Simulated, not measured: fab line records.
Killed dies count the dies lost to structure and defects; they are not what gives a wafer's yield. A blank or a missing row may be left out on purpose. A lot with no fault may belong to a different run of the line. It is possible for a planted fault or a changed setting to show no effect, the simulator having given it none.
The tool behind it: which one? | flow nand harc | 42 wafers from 14 lots sampled at 2 of the route's 1302 steps

WHAT THE GAUGES READ, wafer by wafer
NHARC_P_M1_INSPECT_27. Usual: raw defect count reads 299 (standard deviation 120).
lot  | measured     | on                | raw defect count | flag
L535 | day 6 08:33  | defect inspect-01 | 252 238 408      |
L537 | day 7 00:25  | defect inspect-02 | 350 262 302      |
L536 | day 7 00:54  | defect inspect-02 | 234 328 246      |
L538 | day 7 10:43  | defect inspect-01 | 353 324 316      |
L539 | day 7 23:24  | defect inspect-02 | 156 143 169      |
L540 | day 8 08:40  | defect inspect-01 | 319 419 161      |
L541 | day 8 17:37  | defect inspect-02 | 342 281 285      |
L543 | day 9 12:04  | defect inspect-01 | 225 235 257      |
L548 | day 11 19:02 | defect inspect-02 | 319 285 367      |
L550 | day 12 13:43 | defect inspect-01 | 196 148 211      |
L551 | day 13 02:25 | defect inspect-02 | 269 146 207      |
L554 | day 14 01:49 | defect inspect-02 | 286 266 234      |
L557 | day 15 19:26 | defect inspect-02 | 385 231 226      |
L558 | day 16 01:30 | defect inspect-02 | 232 400 334      |

NHARC_P_M2_INSPECT_11. Usual: raw defect count reads 4.2 (standard deviation 2.3).
lot  | measured     | on                | raw defect count | flag
L535 | day 6 09:56  | defect inspect-01 | 5 5 4            |
L537 | day 7 01:59  | defect inspect-01 | 6 3 3            |
L536 | day 7 02:34  | defect inspect-01 | 5 5 2            |
L538 | day 7 12:07  | defect inspect-02 | 2 6 1            |
L539 | day 8 00:56  | defect inspect-02 | 8 8 5            |
L540 | day 8 10:22  | defect inspect-02 | 5 2 0            |
L541 | day 8 19:01  | defect inspect-02 | 4 2 3            |
L543 | day 9 13:35  | defect inspect-02 | 0 4 6            |
L548 | day 11 20:33 | defect inspect-02 | 7 6 4            |
L550 | day 12 15:14 | defect inspect-02 | 1 2 1            |
L551 | day 13 03:49 | defect inspect-02 | 7 4 5            |
L554 | day 14 03:21 | defect inspect-02 | 8 7 7            |
L557 | day 15 20:56 | defect inspect-01 | 8 7 3            |
L558 | day 16 02:53 | defect inspect-02 | 1 3 4            |

WHICH TOOL RAN EACH LOT (tool, then ch and the chambers of the sampled wafers, then the start)
Record: no process step prior to these readings.

WHAT THE TOOLS THEMSELVES READ (means of the sampled wafers that have a number; where no wafer has one, the mark that the record gives instead)
The record holds no such reading with a usual standard deviation.

THE ANSWER, worked out from the rows above alone
Rule: a lot counts as off when the mean over its wafers that have a number is more than 3 standard deviations away from the usual mean. A lot without any number at a reading at which 4 lots or more have one is off too. Any other lot the step has rows for is counted as sound. After the gauges, taken in route order, come the tools' own readings; for these a lot's mean is taken, as printed above. The first step at which some lot is off is used, and at that step the reading that is off furthest; a lot without a number counts as furthest.
No lot is off at any reading shown: from this, nothing can be told.

WHAT HAD BEEN PUT IN BY THE SIMULATOR
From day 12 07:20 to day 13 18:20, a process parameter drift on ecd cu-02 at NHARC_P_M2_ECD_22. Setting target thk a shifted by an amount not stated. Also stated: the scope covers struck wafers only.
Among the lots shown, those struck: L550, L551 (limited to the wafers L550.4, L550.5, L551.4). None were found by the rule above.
